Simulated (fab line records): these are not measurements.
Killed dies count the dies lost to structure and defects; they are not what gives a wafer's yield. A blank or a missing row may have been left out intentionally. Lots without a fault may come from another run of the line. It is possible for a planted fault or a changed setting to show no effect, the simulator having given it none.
Matching of chambers :: flow nandHarc :: 4 sister chambers for NHARC_A_STAIRCASE_DESCUM_291 on rieDiel-01
The step chemistry O2, time 3 s. 4 wafers are shown with their chamber, then 11 later ones without.

== EACH WAFER AND ITS CHAMBER ==
wafer: L083.1
chamber: 1
drypumpMotorCurrentA (A): 5.6

wafer: L085.1
chamber: 0
drypumpMotorCurrentA (A): 6.0

wafer: L085.4
chamber: 2
drypumpMotorCurrentA (A): 5.5

wafer: L087.1
chamber: 3
drypumpMotorCurrentA (A): 5.0

== WAFERS WITH NO CHAMBER GIVEN ==
wafer: L087.2
drypumpMotorCurrentA (A): 5.6

wafer: L087.3
drypumpMotorCurrentA (A): 6.0

wafer: L090.2
drypumpMotorCurrentA (A): 5.0

wafer: L090.3
drypumpMotorCurrentA (A): 6.0

wafer: L090.6
drypumpMotorCurrentA (A): 6.0

wafer: L088.2
drypumpMotorCurrentA (A): 5.7

wafer: L088.3
drypumpMotorCurrentA (A): 5.0

wafer: L088.6
drypumpMotorCurrentA (A): 5.6

wafer: L091.3
drypumpMotorCurrentA (A): 5.5

wafer: L091.4
drypumpMotorCurrentA (A): 5.0

wafer: L091.6
drypumpMotorCurrentA (A): 6.0

== WHICH CHAMBER EACH WENT THROUGH ==
wafer: L087.2
from the rows above: 1
in truth: 1

wafer: L087.3
from the rows above: 0
in truth: 0

wafer: L090.2
from the rows above: 3
in truth: 3

wafer: L090.3
from the rows above: 0
in truth: 0

wafer: L090.6
from the rows above: 0
in truth: 0

wafer: L088.2
from the rows above: 1
in truth: 1

wafer: L088.3
from the rows above: 3
in truth: 3

wafer: L088.6
from the rows above: 1
in truth: 1

wafer: L091.3
from the rows above: 2
in truth: 2

wafer: L091.4
from the rows above: 3
in truth: 3

wafer: L091.6
from the rows above: 0
in truth: 0
11 of 11 placed correctly. Can't be placed from these rows: 0. Wrongly placed: 0.
How it was worked out, from the rows above alone: a wafer's distance from a chamber is the root of the sum, over the readings, of the square of ((its reading less the chamber's mean) divided by the reading's scatter). If the next closest chamber is less than 2 further off than the closest, the wafer can't be placed; otherwise it belongs to the closest. A chamber's mean is the mean of its shown wafers. The scatter: root of mean squared gap, hidden wafer to nearest shown wafer, with one shown wafer a chamber.
